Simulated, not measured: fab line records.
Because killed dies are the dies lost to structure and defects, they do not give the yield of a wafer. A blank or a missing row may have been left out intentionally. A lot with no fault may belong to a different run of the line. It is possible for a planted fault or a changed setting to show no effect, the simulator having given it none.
fab line records | flow n5_finfet
[record] lots = 7 wafers = 21
route steps=1938 shown SD_EPI_P@300 HKMG_FIN@386 GATE_CUT@490
start_h: the number of hours between the record's first day and the start of the first shown wafer of the lot | wait_h: time in hours since the lot's previous step | " identical to the entry in the row above | L1.1+2: one row covering several wafers at once | - no value, or no start was given | * or withheld: withheld | < > ~ a bound
route shown NAME@n: a module of which the file shows steps, and the number in the route of the first | usual: mean/standard deviation taken from wafers without a fault | same: alike in all rows | chamber/n: place in a boat | sites: each site's reading | _std_site: how widely they spread, as a standard deviation | _edge_site: the outer-site mean with the inner-site mean subtracted | radius_mm: for every site, how far away it sits from the centre of the wafer | mask NAME#n: copy n | behind: the tool/chamber that last shaped the wafer | hold: what put the lot on hold/how long, in hours/how the hold closed | device: names the non-switching transistor (n, p or np) | end of line: tests run on the same wafers once the route is complete | a step without rows: its recipe alone | killed: count of dies lost to structure and defects at first sort (not the wafer's yield) | map: shows each die of a wafer: x if killed, . if not, _ if none is there
set.NAME: setting as actually run; set.NAME@STEP: the setting as run at that earlier step | model.NAME: the simulator's own value behind a step, which no gauge read
lots run with intentionally changed settings; tables by step, rows by wafer
[[steps]]
[step N5_SD_EPI_P_EXPOSE_06]
[recipe] mask_id = SD_P_BLK na = 1.35 source_shape = conventional sigma_outer = 0.8 polarization = unpolarized target_cd_nm = 240 dose_mj = 39.5
// columns lot.wafer tool chamber start_h wait_h mask set.dose_mj
L076.1+4 arfi_scanner-03 0 68.02 - SD_P_BLK#0 39.5
L076.5 " 0 " " SD_P_BLK#0 41.32
L077.1 arfi_scanner-02 0 75.73 - SD_P_BLK#0 37.98
L077.2+4 " 0 " " SD_P_BLK#0 39.5
L079.3+4+5 arfi_scanner-01 0 85.26 - SD_P_BLK#0 39.5
L089.2+6 arfi_scanner-01 0 144.22 - SD_P_BLK#0 41.6
L089.3 " 0 " " SD_P_BLK#0 39.5
L090.1+5 arfi_scanner-03 0 150.03 - SD_P_BLK#0 42.37
L090.4 " 0 " " SD_P_BLK#0 39.5
L091.3+5+6 arfi_scanner-03 0 155.58 - SD_P_BLK#0 39.5
L093.1+3 arfi_scanner-02 0 167.13 - SD_P_BLK#0 37.99
L093.2 " 0 " " SD_P_BLK#0 39.5
[step N5_SD_EPI_P_PEB_07]
[recipe] peb_temp_c = 110 peb_time_s = 60 resist = CAR-ArF-block
[step N5_SD_EPI_P_DEVELOP_08]
[recipe] develop_time_s = 30 developer = TMAH resist = CAR-ArF-block dev_temp_c = 23 rinse_liquid = diw dry = air_spin
[step N5_SD_EPI_P_CD_MEAS_09]
[recipe] target_cd_nm = 240 landing_energy_ev = 500 detector = se_inlens
[usual] cd_nm = 240.5/0.83
// columns lot.wafer tool chamber start_h wait_h set.dose_mj@SD_EPI_P_EXPOSE_06 cd_nm
L076.1 cd_sem-01 0 68.15 - 39.5 239.9
L076.4 " 0 " " 39.5 239.6
L076.5 " 0 " " 41.32 241.6
L077.1 cd_sem-02 0 75.85 - 37.98 240.0
L077.2 " 0 " " 39.5 241.6
L077.4 " 0 " " 39.5 241.7
L079.3 cd_sem-03 0 85.37 - 39.5 240.1
L079.4 " 0 " " 39.5 239.8
L079.5 " 0 " " 39.5 240.3
L089.2 cd_sem-01 0 144.34 - 41.6 244.1
L089.3 " 0 " " 39.5 239.6
L089.6 " 0 " " 41.6 243.7
L090.1 cd_sem-01 0 150.16 - 42.37 244.9
L090.4 " 0 " " 39.5 240.8
L090.5 " 0 " " 42.37 245.3
L091.3 cd_sem-03 0 155.69 - 39.5 241.5
L091.5 " 0 " " 39.5 239.8
L091.6 " 0 " " 39.5 240.8
L093.1 cd_sem-01 0 167.25 - 37.99 239.2
L093.2 " 0 " " 39.5 241.8
L093.3 " 0 " " 37.99 238.1
[step N5_SD_EPI_P_DESCUM_14]
[recipe] chemistry = O2 time_s = 7.9 source_power_w = 50 bias_power_w = 20 pressure_mtorr = 20 rf_frequency_hz = 2.712e+07 temp_c = 40 resist = CAR-ArF-block o2_flow_sccm = 225
// columns lot.wafer tool chamber start_h wait_h set.dose_mj@SD_EPI_P_EXPOSE_06 model.SD_EPI_P.cd_nm
L076.1 rie_diel-01 2 68.46 0.3 39.5 239.8
L076.4 " 3 " " 39.5 239.2
L076.5 " 1 " " 41.32 241.4
L077.1 rie_diel-01 1 75.94 0.0 37.98 239.6
L077.2 " 2 " " 39.5 241.6
L077.4 " 2 " " 39.5 241.8
L079.3 rie_diel-01 0 85.46 0.0 39.5 240.2
L079.4 " 1 " " 39.5 239.8
L079.5 " 2 " " 39.5 241
L089.2 rie_diel-05 3 144.43 0.0 41.6 244
L089.3 " 1 " " 39.5 239.8
L089.6 " 3 " " 41.6 243.4
L090.1 rie_diel-05 0 150.24 0.0 42.37 245
L090.4 " 1 " " 39.5 240.8
L090.5 " 2 " " 42.37 245.4
L091.3 rie_diel-01 1 155.96 0.2 39.5 241.4
L091.5 " 1 " " 39.5 239.8
L091.6 " 0 " " 39.5 240.8
L093.1 rie_diel-04 0 167.34 0.0 37.99 239
L093.2 " 1 " " 39.5 242
L093.3 " 3 " " 37.99 238.2
[step N5_SD_EPI_P_ETCH_36]
[recipe] chemistry = CF4 target = SiARC target_depth_a = 455 mask_material = CAR-ArF-block time_s = 75.8 ion_energy_ev = 80 pressure_mtorr = 40 source_w = 545 bias_w = 36 Ar_flow_sccm = 100 cf4_flow_sccm = 100 ends = cleared
// columns lot.wafer tool chamber start_h wait_h set.dose_mj@SD_EPI_P_EXPOSE_06 model.SD_EPI_P.cd_nm
L076.1 rie_diel-01 2 68.49 0.0 39.5 239.8
L076.4 " 3 " " 39.5 239.2
L076.5 " 1 " " 41.32 241.6
L077.1 rie_diel-01 1 75.99 0.0 37.98 239.6
L077.2+4 " 2 " " 39.5 241.6
L079.3 rie_diel-01 0 85.49 0.0 39.5 240.2
L079.4 " 1 " " 39.5 239.8
L079.5 " 2 " " 39.5 241
L089.2 rie_diel-05 3 144.46 0.0 41.6 243.8
L089.3 " 1 " " 39.5 240
L089.6 " 3 " " 41.6 243.4
L090.1 rie_diel-05 0 150.28 0.0 42.37 245
L090.4 " 1 " " 39.5 241
L090.5 " 2 " " 42.37 245.6
L091.3 rie_diel-01 1 156.00 0.0 39.5 241.4
L091.5 " 1 " " 39.5 240
L091.6 " 0 " " 39.5 240.8
L093.1 rie_diel-04 0 167.38 0.0 37.99 238.8
L093.2 " 1 " " 39.5 242.2
L093.3 " 3 " " 37.99 238.2
[step N5_HKMG_FIN_HK_ALD_01]
[recipe] material = HfO2 target_thk_a = 16 temp_c = withheld ald_precursor_family = HfCl4 ald_co_reactant = H2O pulse_time_s = 3 purge_time_s = 3 co_reactant_purge_time_s = 2.5 co_reactant_pulse_time_s = 0.3 ald_cycles = 30
// columns lot.wafer tool chamber start_h wait_h set.ald_cycles
L076.1 ald_hk-02 0 87.60 0.0 26
L076.4+5 " 1,3 " " 30
L077.1 ald_hk-03 1 94.26 0.0 30
L077.2+4 " 2,3 " " 28
L079.3+5 ald_hk-03 0,2 102.09 0.0 34
L079.4 " 3 " " 30
L089.2+3+6 ald_hk-01 2,0,1 160.46 0.0 30
L090.1+4 ald_hk-03 1,3 167.13 0.0 31
L090.5 " 1 " " 30
L091.3+5+6 ald_hk-01 1,0,1 171.73 0.0 30
L093.1+2 ald_hk-02 2,0 184.71 0.0 28
L093.3 " 3 " " 30
[step N5_HKMG_FIN_PEB_47]
[recipe] peb_temp_c = withheld peb_time_s = 60 resist = CAR-ArF
// columns lot.wafer tool chamber start_h wait_h set.peb_time_s
L076.1+5 litho_track-05 0 88.54 0.1 46.86
L076.4 " 0 " " 60
L077.1+4 litho_track-01 0 95.15 0.1 60
L077.2 " 0 " " 52.04
L079.3+4+5 litho_track-01 0 103.02 0.0 60
L089.2+3+6 litho_track-05 0 161.34 0.0 60
L090.1+4 litho_track-03 0 168.01 0.1 60
L090.5 " 0 " " 53.18
L091.3+5+6 litho_track-05 0 172.71 0.0 60
L093.1+2+3 litho_track-03 0 185.59 0.1 60
[step N5_HKMG_FIN_DEVELOP_48]
[recipe] develop_time_s = 30 developer = TMAH resist = CAR-ArF rinse_liquid = diw dry = air_spin dev_temp_c = 23
[step N5_HKMG_FIN_CD_MEAS_49]
[recipe] target_cd_nm = 202 landing_energy_ev = 500 detector = se_inlens polarity = opening
[usual] cd_nm = 202.2/0.71
// columns lot.wafer tool chamber start_h wait_h set.peb_time_s@HKMG_FIN_PEB_47 cd_nm
L076.1 cd_sem-03 0 88.60 - 46.86 194.0
L076.4 " 0 " " 60 201.7
L076.5 " 0 " " 46.86 194.6
L077.1 cd_sem-02 0 95.21 - 60 203.1
L077.2 " 0 " " 52.04 196.5
L077.4 " 0 " " 60 201.9
L079.3 cd_sem-02 0 103.09 - 60 201.5
L079.4 " 0 " " 60 202.7
L079.5 " 0 " " 60 202.1
L089.2 cd_sem-03 0 161.41 - 60 202.8
L089.3 " 0 " " 60 202.6
L089.6 " 0 " " 60 202.8
L090.1 cd_sem-01 0 168.08 - 60 201.7
L090.4 " 0 " " 60 202.5
L090.5 " 0 " " 53.18 198.3
L091.3 cd_sem-02 0 172.78 - 60 202.4
L091.5 " 0 " " 60 203.1
L091.6 " 0 " " 60 203.4
L093.1 cd_sem-02 0 185.66 - 60 203.4
L093.2 " 0 " " 60 201.9
L093.3 " 0 " " 60 201.3
[step N5_HKMG_FIN_DESCUM_53]
[recipe] chemistry = O2 time_s = 7.9 source_power_w = 50 bias_power_w = 20 pressure_mtorr = 20 rf_frequency_hz = 2.712e+07 temp_c = 40 resist = CAR-ArF o2_flow_sccm = 225
[step N5_HKMG_FIN_ETCH_54]
[recipe] chemistry = CF4 target = SiARC target_depth_a = 455 mask_material = CAR-ArF time_s = 75.8 ion_energy_ev = 80 pressure_mtorr = 40 source_w = 545 bias_w = 36 Ar_flow_sccm = 100 cf4_flow_sccm = 100 ends = cleared
// columns lot.wafer tool chamber start_h wait_h set.peb_time_s@HKMG_FIN_PEB_47 model.HKMG_FIN.cd_offset_nm
L076.1 rie_diel-03 0 88.73 0.0 46.86 -8.4
L076.4 " 1 " " 60 -0.4
L076.5 " 0 " " 46.86 -7.6
L077.1 rie_diel-02 2 95.34 0.0 60 1
L077.2 " 0 " " 52.04 -5.2
L077.4 " 3 " " 60 -0.4
L079.3 rie_diel-02 1 103.55 0.0 60 -1
L079.4 " 0 " " 60 0.2
L079.5 " 3 " " 60 -0.4
L089.2 rie_diel-02 3 161.53 0.0 60 1
L089.3 " 1 " " 60 0.4
L089.6 " 2 " " 60 0.6
L090.1 rie_diel-03 1 168.20 0.0 60 -1
L090.4 " 2 " " 60 0.6
L090.5 " 1 " " 53.18 -4.2
L091.3 rie_diel-02 1 172.90 0.0 60 0.2
L091.5 " 0 " " 60 1
L091.6 " 3 " " 60 1.2
L093.1 rie_diel-03 2 185.78 0.0 60 1.6
L093.2 " 1 " " 60 0.2
L093.3 " 3 " " 60 -0.6
[step N5_HKMG_FIN_ETCH_55]
[recipe] chemistry = N2/H2 target = SOC target_depth_a = 2400 temp_c = 40 time_s = 300 ion_energy_ev = 200 mask_material = SiARC pressure_mtorr = 30 source_w = 840 bias_w = 150 n2_flow_sccm = 200 h2_flow_sccm = 200
// columns lot.wafer tool chamber start_h wait_h set.peb_time_s@HKMG_FIN_PEB_47 model.HKMG_FIN.cd_offset_nm
L076.1 rie_diel-03 0 88.78 0.0 46.86 -8.6
L076.4 " 1 " " 60 0
L076.5 " 0 " " 46.86 -7.6
L077.1 rie_diel-02 2 95.39 0.0 60 0.8
L077.2 " 0 " " 52.04 -5.2
L077.4 " 3 " " 60 -0.2
L079.3 rie_diel-02 1 103.60 0.0 60 -1.6
L079.4 " 0 " " 60 0.2
L079.5 " 3 " " 60 -0.8
L089.2 rie_diel-02 3 161.59 0.0 60 1
L089.3 " 1 " " 60 0.6
L089.6 " 2 " " 60 0.2
L090.1 rie_diel-03 1 168.26 0.0 60 -0.4
L090.4 " 2 " " 60 0.6
L090.5 " 1 " " 53.18 -4
L091.3 rie_diel-02 1 172.95 0.0 60 0.6
L091.5 " 0 " " 60 1
L091.6 " 3 " " 60 1.2
L093.1 rie_diel-03 2 185.84 0.0 60 1.6
L093.2 " 1 " " 60 0.4
L093.3 " 3 " " 60 -1
[step N5_HKMG_FIN_STRIP_56]
[recipe] chemistry = N2/H2 temp_c = 40 n2_flow_sccm = 200 h2_flow_sccm = 200 rf_frequency_hz = 6e+07
[step N5_HKMG_FIN_STRIP_57]
[recipe] chemistry = CF4 resist = SiARC power_w = 300 bias_power_w = 75 pressure_mtorr = 50 cf4_flow_sccm = 150 rf_frequency_hz = 6e+07
[step N5_HKMG_FIN_WET_ETCH_82]
[recipe] chemistry = dHCl mix = 1:10000 temp_c = 25 target = La2O3 stop_on = HfO2 target_depth_nm = 2 dry = ipa_marangoni rinse_time_s = 30 rinse_temp_c = 23
[step N5_HKMG_FIN_ALD_36]
[recipe] material = TiN target_thk_a = 10 temp_c = 400 ald_precursor_family = TiCl4 ald_co_reactant = NH3 pulse_time_s = 1 purge_time_s = 3 co_reactant_purge_time_s = 2 co_reactant_pulse_time_s = 2 ald_cycles = 47 pressure_torr = 3
[step N5_HKMG_FIN_THK_MEAS_70]
[recipe] thk_meas_gauge = xrf reads = HfO2_of_HKMG_FIN_HK_ALD_01
[usual] HK_THK = 1.577/0.02
// columns lot.wafer tool chamber start_h wait_h set.ald_cycles@HKMG_FIN_HK_ALD_01 HK_THK[nm]
L076.1 film_metro-02 - 91.22 0.2 26 1.343
L076.4 " - " " 30 1.536
L076.5 " - " " 30 1.603
L077.1 film_metro-01 - 97.89 0.2 30 1.577
L077.2 " - " " 28 1.491
L077.4 " - " " 28 1.463
L079.3 film_metro-02 - 106.05 0.2 34 1.798
L079.4 " - " " 30 1.589
L079.5 " - " " 34 1.832
L089.2 film_metro-01 - 164.03 0.2 30 1.549
L089.3 " - " " 30 1.566
L089.6 " - " " 30 1.591
L090.1 film_metro-01 - 170.57 0.2 31 1.617
L090.4 " - " " 31 1.630
L090.5 " - " " 30 1.551
L091.3 film_metro-01 - 175.41 0.2 30 1.555
L091.5 " - " " 30 1.548
L091.6 " - " " 30 1.561
L093.1 film_metro-01 - 188.15 0.2 28 1.472
L093.2 " - " " 28 1.478
L093.3 " - " " 30 1.582
[step N5_HKMG_FIN_PEB_10]
[recipe] peb_temp_c = withheld peb_time_s = 60 resist = CAR-ArF
// columns lot.wafer tool chamber start_h wait_h set.peb_time_s
L076.1+5 litho_track-05 0 92.03 0.1 60
L076.4 " 0 " " 65.22
L077.1+4 litho_track-01 0 98.69 0.1 71.91
L077.2 " 0 " " 60
L079.3+5 litho_track-03 0 106.86 0.0 60
L079.4 " 0 " " 48.75
L089.2+3 litho_track-03 0 164.84 0.0 55.03
L089.6 " 0 " " 60
L090.1+5 litho_track-05 0 171.41 0.1 55.96
L090.4 " 0 " " 60
L091.3+5+6 litho_track-05 0 176.25 0.0 60
L093.1+3 litho_track-05 0 188.96 0.1 63.86
L093.2 " 0 " " 60
[step N5_HKMG_FIN_DEVELOP_11]
[recipe] develop_time_s = 30 developer = TMAH resist = CAR-ArF dev_temp_c = 23 rinse_liquid = diw dry = air_spin
[step N5_HKMG_FIN_CD_MEAS_12]
[recipe] target_cd_nm = 92.8 landing_energy_ev = 500 detector = se_inlens
[usual] cd_nm = 93.2/0.71
// columns lot.wafer tool chamber start_h wait_h set.peb_time_s@HKMG_FIN_PEB_10 cd_nm
L076.1 cd_sem-02 0 92.10 - 60 93.8
L076.4 " 0 " " 65.22 94.7
L076.5 " 0 " " 60 93.0
L077.1 cd_sem-01 0 98.76 - 71.91 99.4
L077.2 " 0 " " 60 93.1
L077.4 " 0 " " 71.91 99.5
L079.3 cd_sem-02 0 106.92 - 60 93.1
L079.4 " 0 " " 48.75 86.2
L079.5 " 0 " " 60 91.9
L089.2 cd_sem-01 0 164.90 - 55.03 89.6
L089.3 " 0 " " 55.03 89.3
L089.6 " 0 " " 60 92.5
L090.1 cd_sem-02 0 171.48 - 55.96 92.2
L090.4 " 0 " " 60 94.3
L090.5 " 0 " " 55.96 91.4
L091.3 cd_sem-03 0 176.32 - 60 94.0
L091.5 " 0 " " 60 93.9
L091.6 " 0 " " 60 93.8
L093.1 cd_sem-01 0 189.03 - 63.86 95.7
L093.2 " 0 " " 60 94.9
L093.3 " 0 " " 63.86 95.9
[step N5_HKMG_FIN_DESCUM_17]
[recipe] chemistry = O2 time_s = 7.9 source_power_w = 50 bias_power_w = 20 pressure_mtorr = 20 rf_frequency_hz = 2.712e+07 temp_c = 40 resist = CAR-ArF o2_flow_sccm = 225
// columns lot.wafer tool chamber start_h wait_h set.time_s model.CAR-ArF_of_HKMG_FIN_COAT_06.thk_nm
L076.1 rie_diel-02 1 92.19 0.0 7.9 83.2
L076.4 " 0 " " 6.483 84.2
L076.5 " 3 " " 7.9 83.6
L077.1 rie_diel-03 2 98.85 0.0 8.989 83
L077.2 " 1 " " 8.989 82.6
L077.4 " 2 " " 7.9 83.4
L079.3 rie_diel-03 1 107.01 0.0 9.32 82.6
L079.4 " 3 " " 9.32 82.8
L079.5 " 1 " " 7.9 83.4
L089.2 rie_diel-03 3 164.99 0.0 6.82 83.8
L089.3 " 2 " " 7.9 82.8
L089.6 " 2 " " 7.9 83.2
L090.1 rie_diel-02 0 171.56 0.0 7.9 83.8
L090.4+5 " 1,0 " " 8.835 83
L091.3+5 rie_diel-02 0,3 176.40 0.0 7.9 83.2
L091.6 " 2 " " 7.9 83
L093.1 rie_diel-03 2 189.12 0.0 7.149 83.8
L093.2 " 0 " " 7.9 83.4
L093.3 " 3 " " 7.9 83.6
[step N5_HKMG_FIN_ETCH_31]
[recipe] chemistry = CF4 target = SiARC target_depth_a = 455 mask_material = CAR-ArF time_s = 75.8 ion_energy_ev = 80 pressure_mtorr = 40 source_w = 545 bias_w = 36 Ar_flow_sccm = 100 cf4_flow_sccm = 100 ends = cleared
// columns lot.wafer tool chamber start_h wait_h set.time_s@HKMG_FIN_DESCUM_17 model.CAR-ArF_of_HKMG_FIN_COAT_06.thk_nm
L076.1 rie_diel-02 1 92.22 0.0 7.9 50.6
L076.4 " 0 " " 6.483 51.4
L076.5 " 3 " " 7.9 51
L077.1 rie_diel-03 2 98.89 0.0 8.989 50.2
L077.2 " 1 " " 8.989 50
L077.4 " 2 " " 7.9 50.8
L079.3 rie_diel-03 1 107.04 0.0 9.32 50
L079.4 " 3 " " 9.32 50.2
L079.5 " 1 " " 7.9 50.8
L089.2 rie_diel-03 3 165.02 0.0 6.82 51.2
L089.3 " 2 " " 7.9 50.4
L089.6 " 2 " " 7.9 50.6
L090.1 rie_diel-02 0 171.60 0.0 7.9 51.2
L090.4+5 " 1,0 " " 8.835 50.4
L091.3 rie_diel-02 0 176.44 0.0 7.9 50.8
L091.5+6 " 3,2 " " 7.9 50.4
L093.1 rie_diel-03 2 189.15 0.0 7.149 51.2
L093.2 " 0 " " 7.9 50.8
L093.3 " 3 " " 7.9 51
[step N5_GATE_CUT_DESCUM_18]
[recipe] chemistry = O2 time_s = 7 source_power_w = 50 bias_power_w = 20 pressure_mtorr = 20 rf_frequency_hz = 2.712e+07 temp_c = 40 resist = CAR-EUV o2_flow_sccm = 225
// columns lot.wafer tool chamber start_h wait_h set.time_s model.CAR-EUV_of_GATE_CUT_COAT_07.thk_nm
L076.1 rie_diel-01 0 100.98 0.3 7 26.2
L076.4+5 " 1 " " 8.014 25.6
L077.1 rie_diel-01 2 107.80 0.1 8.194 25.4
L077.2 " 1 " " 7 25.8
L077.4 " 3 " " 8.194 25.2
L079.3+5 rie_diel-04 3,0 115.20 0.0 6.216 26.4
L079.4 " 3 " " 7 26
L089.2+3+6 rie_diel-01 1,0,3 173.20 0.0 7 26
L090.1 rie_diel-05 1 179.90 0.1 7.682 25.8
L090.4 " 3 " " 7.682 25.6
L090.5 " 2 " " 7 26
L091.3+5+6 rie_diel-01 2,2,3 185.46 0.0 7 26
L093.1 rie_diel-04 3 197.35 0.1 5.816 26.6
L093.2 " 2 " " 7 26
L093.3 " 0 " " 5.816 26.8
[step N5_GATE_CUT_ETCH_28]
[recipe] chemistry = N2/H2 target = underlayer target_depth_a = 130 mask_material = CAR-EUV time_s = 10.4 ion_energy_ev = 200 pressure_mtorr = 30 source_w = 840 bias_w = 150 n2_flow_sccm = 200 h2_flow_sccm = 200 ends = cleared
// columns lot.wafer tool chamber start_h wait_h set.time_s@GATE_CUT_DESCUM_18 model.CAR-EUV_of_GATE_CUT_COAT_07.thk_nm
L076.1 rie_diel-01 0 101.01 0.0 7 14.8
L076.4+5 " 1 " " 8.014 14.2
L077.1+4 rie_diel-01 2,3 107.84 0.0 8.194 13.8
L077.2 " 1 " " 7 14.6
L079.3+5 rie_diel-04 3,0 115.23 0.0 6.216 15
L079.4 " 3 " " 7 14.6
L089.2+3 rie_diel-01 1,0 173.23 0.0 7 14.6
L089.6 " 3 " " 7 14.4
L090.1+4 rie_diel-05 1,3 179.93 0.0 7.682 14.2
L090.5 " 2 " " 7 14.6
L091.3+6 rie_diel-01 2,3 185.50 0.0 7 14.6
L091.5 " 2 " " 7 14.4
L093.1 rie_diel-04 3 197.39 0.0 5.816 15.2
L093.2 " 2 " " 7 14.6
L093.3 " 0 " " 5.816 15.4
[step N5_GATE_CUT_ETCH_36]
[recipe] chemistry = CF4 target = SiARC target_depth_a = 130 mask_material = CAR-EUV time_s = 21.7 ion_energy_ev = 80 pressure_mtorr = 40 source_w = 545 bias_w = 36 Ar_flow_sccm = 100 cf4_flow_sccm = 100 ends = cleared
// columns lot.wafer tool chamber start_h wait_h set.cf4_flow_sccm set.time_s@GATE_CUT_DESCUM_18 model.CAR-EUV_of_GATE_CUT_COAT_07.thk_nm
L076.1 rie_diel-01 0 101.03 0.0 116.1 7 7
L076.4 " 1 " " 100 8.014 6.6
L076.5 " 1 " " 100 8.014 6.4
L077.1 rie_diel-01 2 107.86 0.0 79.08 8.194 6.2
L077.2 " 1 " " 79.08 7 6.8
L077.4 " 3 " " 79.08 8.194 6
L079.3 rie_diel-04 3 115.25 0.0 93.2 6.216 7.4
L079.4 " 3 " " 93.2 7 6.8
L079.5 " 0 " " 100 6.216 7.4
L089.2+3 rie_diel-01 1,0 173.25 0.0 100 7 7
L089.6 " 3 " " 100 7 6.8
L090.1 rie_diel-05 1 179.95 0.0 94 7.682 6.6
L090.4 " 3 " " 100 7.682 6.6
L090.5 " 2 " " 100 7 6.8
L091.3 rie_diel-01 2 185.51 0.0 100 7 7
L091.5+6 " 2,3 " " 100 7 6.8
L093.1 rie_diel-04 3 197.41 0.0 100 5.816 7.6
L093.2 " 2 " " 100 7 7
L093.3 " 0 " " 100 5.816 7.8
[[key]]
[split] step = N5_SD_EPI_P_EXPOSE_06 setting = dose_mj stated = 39.5 by = wafer
[response] step = N5_SD_EPI_P_CD_MEAS_09 reading = cd_nm change = +0.618 per = 1% r = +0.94
[response] step = N5_SD_EPI_P_DESCUM_14 reading = model.SD_EPI_P.cd_nm change = +0.627 per = 1% r = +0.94
[response] step = N5_SD_EPI_P_ETCH_36 reading = model.SD_EPI_P.cd_nm change = +0.622 per = 1% r = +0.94
[split] step = N5_HKMG_FIN_HK_ALD_01 setting = ald_cycles stated = 30 by = wafer
[response] step = N5_HKMG_FIN_THK_MEAS_70 reading = HK_THK change = +0.0168 per = 1% r = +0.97
[split] step = N5_HKMG_FIN_PEB_47 setting = peb_time_s stated = 60 by = wafer
[response] step = N5_HKMG_FIN_CD_MEAS_49 reading = cd_nm change = +0.364 per = 1% r = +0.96
[response] step = N5_HKMG_FIN_ETCH_54 reading = model.HKMG_FIN.cd_offset_nm change = +0.363 per = 1% r = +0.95
[response] step = N5_HKMG_FIN_ETCH_55 reading = model.HKMG_FIN.cd_offset_nm change = +0.378 per = 1% r = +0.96
[split] step = N5_HKMG_FIN_PEB_10 setting = peb_time_s stated = 60 by = wafer
[response] step = N5_HKMG_FIN_CD_MEAS_12 reading = cd_nm change = +0.309 per = 1% r = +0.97
[split] step = N5_HKMG_FIN_DESCUM_17 setting = time_s stated = 7.9 by = wafer
[response] step = N5_HKMG_FIN_DESCUM_17 reading = model.CAR-ArF_of_HKMG_FIN_COAT_06.thk_nm change = -0.0467 per = 1% r = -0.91
[response] step = N5_HKMG_FIN_ETCH_31 reading = model.CAR-ArF_of_HKMG_FIN_COAT_06.thk_nm change = -0.0438 per = 1% r = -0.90
[split] step = N5_GATE_CUT_DESCUM_18 setting = time_s stated = 7 by = wafer
[response] step = N5_GATE_CUT_DESCUM_18 reading = model.CAR-EUV_of_GATE_CUT_COAT_07.thk_nm change = -0.0362 per = 1% r = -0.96
[response] step = N5_GATE_CUT_ETCH_28 reading = model.CAR-EUV_of_GATE_CUT_COAT_07.thk_nm change = -0.0422 per = 1% r = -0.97
[response] step = N5_GATE_CUT_ETCH_36 reading = model.CAR-EUV_of_GATE_CUT_COAT_07.thk_nm change = -0.0394 per = 1% r = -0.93
[split] step = N5_GATE_CUT_ETCH_36 setting = cf4_flow_sccm stated = 100 by = wafer
response none clear
